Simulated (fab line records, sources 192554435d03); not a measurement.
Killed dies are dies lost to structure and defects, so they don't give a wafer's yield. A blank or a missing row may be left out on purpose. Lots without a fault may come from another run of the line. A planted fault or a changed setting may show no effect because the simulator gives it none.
A struck lot beside a sound one | flow n5_finfet | 38 steps out of a route of 1938
Sound: wafers L592.3, L592.5, L592.6. Struck: wafers L584.3, L584.5, L584.6. The cause comes at the end.
At each step with rows: each side's tool, then ch and its chambers, then its first start. Under that, the readings that differ: sound wafers | struck wafers | difference of the means | sigmas: that difference in standard deviations of wafers without a fault.
alike: readings whose means differ by less than 2 such deviations, and words and numbers that are the same on both sides. not compared: withheld readings, readings that some wafer has no value for, bounds like >300 that may hide the same value, and numbers for which the record gives no deviation and whose values overlap.
The two part at a step that has a row with sigmas, a row that says differs or no value, or rows on one side only. Numbers that don't overlap but have no deviation are shown without sigmas and don't part them. A reading that every wafer of one side lacks parts them only if that side has two wafers or more.

first, 9 steps without rows for these wafers: N5_BEOL_M4_ANNEAL_95 (time 240 s); N5_BEOL_M4_SPUTTER_96 (material Cu, target thk 4.5 nm, time 8.29 s); N5_BEOL_M4_ECD_50 (material Cu, target thk 300 nm); N5_BEOL_M4_ANNEAL_51 (time 90 s); N5_BEOL_M4_CMP_52 (polishes, stops on SiOC, t overpolish 6.8 s, target thk 40 nm); N5_BEOL_M4_PRE_CLEAN_60 (time 15 s); N5_BEOL_M4_CO_CAP_55 (material Co, precursor CCTBA/H2, target thk 2 nm, time 102.1 s); N5_BEOL_M4_PRE_CLEAN_56 (time 15 s); N5_BEOL_M4_DEP_57 (deposits SiCN from 3MS/NH3, target thk 8 nm, time 14 s).
N5_BEOL_M4_RC_MEAS_101:
  sound on prober-02 ch 0, day 12 11:19; struck on prober-01 ch 0, day 10 07:50
  reading       | sound          | struck         | difference | sigmas
  ION_P (uA/um) | 449 452 463    | 473 460 476    | +15        | +2
  VT_P (mV)     | -254 -250 -251 | -244 -245 -244 | +7         | +2
  alike: DIBL_N, DIBL_P, IOFF_N, IOFF_P, ION_N, SS_N, SS_P, VT_N
then, 24 steps without rows for these wafers: N5_BEOL_M5_ILD_DEP_00 (deposits SiCOH lowk from DEMS/porogen, target thk 140.64 nm, time 25.9 s); N5_BEOL_M5_CURE_79 (cures SiCOH lowk, time 240 s); N5_BEOL_M5_PECVD_70 (deposits SiO2 from TEOS/O2, target thk 16 nm, time 18 s); N5_BEOL_M5_HM_DEP_02 (deposits TiN, target thk 20 nm); N5_BEOL_M5_COAT_59 (time 60 s, resist thk 60 nm); N5_BEOL_M5_COAT_60 (time 60 s, resist thk 12 nm); N5_BEOL_M5_COAT_71 (time 60 s, resist thk 5 nm); N5_BEOL_M5_COAT_05 (resist thk 30 nm); N5_BEOL_M5_EBR_07; N5_BEOL_M5_SOFTBAKE_06 (time 60 s); N5_BEOL_M5_EXPOSE_08 (exposes mask M5, target cd 28 nm); N5_BEOL_M5_PEB_09 (peb time 60 s); N5_BEOL_M5_DEVELOP_10 (develop time 30 s); N5_BEOL_M5_DESCUM_16 (chemistry O2, time 7 s); N5_BEOL_M5_ETCH_72 (etches underlayer in N2/H2, target depth 6.5 nm, time 5.2 s); N5_BEOL_M5_ETCH_61 (etches SiARC in CF4, target depth 15.6 nm, time 26 s); N5_BEOL_M5_ETCH_62 (etches SOC in N2/H2, target depth 75 nm, overetch 15 nm, time 112.5 s); N5_BEOL_M5_STRIP_63 (strips in N2/H2); N5_BEOL_M5_STRIP_73 (strips in N2/H2); N5_BEOL_M5_STRIP_64 (strips in CF4); N5_BEOL_M5_HM_OPEN_17 (chemistry Cl2/BCl3, target TiN, target depth 20 nm, overetch 6 nm); N5_BEOL_M5_STRIP_19 (strips in O2); N5_BEOL_M5_COAT_65 (time 60 s, resist thk 60 nm); N5_BEOL_M5_COAT_66 (time 60 s, resist thk 12 nm).
-- the record jumps here: 4 days lie between the struck wafers' starts before and after (it left off in module BEOL_M5 and takes up again in module BEOL_M15, whose first step shown is number 1821 of the route) --
N5_BEOL_M15_SPUTTER_45: material Cu, target thk 100 nm, time 16.67 s.
  sound on pvd_sputter-01, day 16 01:25; struck on pvd_sputter-01, day 13 20:57
  no value came back on the struck wafers for bias_v (V), cathode_dc_power_W (W), throttle_valve_pct (%); on the sound wafers bias_v (V) reads 60.5 60.6 59.6
N5_BEOL_M15_THK_MEAS_50: measures by xrf.
  sound on film_metro-01, day 16 02:46; struck on film_metro-01, day 13 21:54
  reading      | sound       | struck | difference                    | sigmas
  M15_THK (nm) | 850 854 854 | - - -  | no value on the struck wafers |
N5_BEOL_M15_RS_MEAS_54: measures by four-point-probe.
  sound on film_metro-01, day 16 02:54; struck on film_metro-02, day 13 22:02
  reading         | sound                | struck               | difference | sigmas
  M15_RS (ohm/sq) | 0.0217 0.0214 0.0215 | 32.137 31.349 32.683 | +32.035    | +99 or more
N5_PASSIVATION_PROBE_49:
  sound on prober-01, day 16 18:20; struck on prober-01, day 14 11:09
  reading                  | sound          | struck         | difference | sigmas
  defect_limited_yield (%) | 90.5 88.4 89.1 | 0 0 0          | -89        | -64
  killed_at_M4_up          | 24 15 22       | 1100 1095 1099 | +1078      | +99 or more
  killed_dies              | 112 137 129    | 1180 1180 1180 | +1054      | +66
  killed_on_rim            | 16 17 17       | 152 152 152    | +135       | +34
  killed_open              | 72 91 82       | 54 54 56       | -27        | -2
  sort_bin_5_function (%)  | 5.8 7.1 6.8    | 96.6 96.9 97.4 | +90.4      | +99 or more
  sort_n_pass              | 1068 1043 1051 | 0 0 0          | -1054      | -66
  sort_yield_pct (%)       | 90.5 88.4 89.1 | 0 0 0          | -89        | -64
  alike: killed_at_M0_to_M3, killed_at_contacts, killed_at_front_end, killed_at_other, killed_short, sort_bin_6_memory

WHERE THEY PART
First at N5_BEOL_M4_RC_MEAS_101; last, within this record, at N5_PASSIVATION_PROBE_49.

WHY: what the simulator had put in
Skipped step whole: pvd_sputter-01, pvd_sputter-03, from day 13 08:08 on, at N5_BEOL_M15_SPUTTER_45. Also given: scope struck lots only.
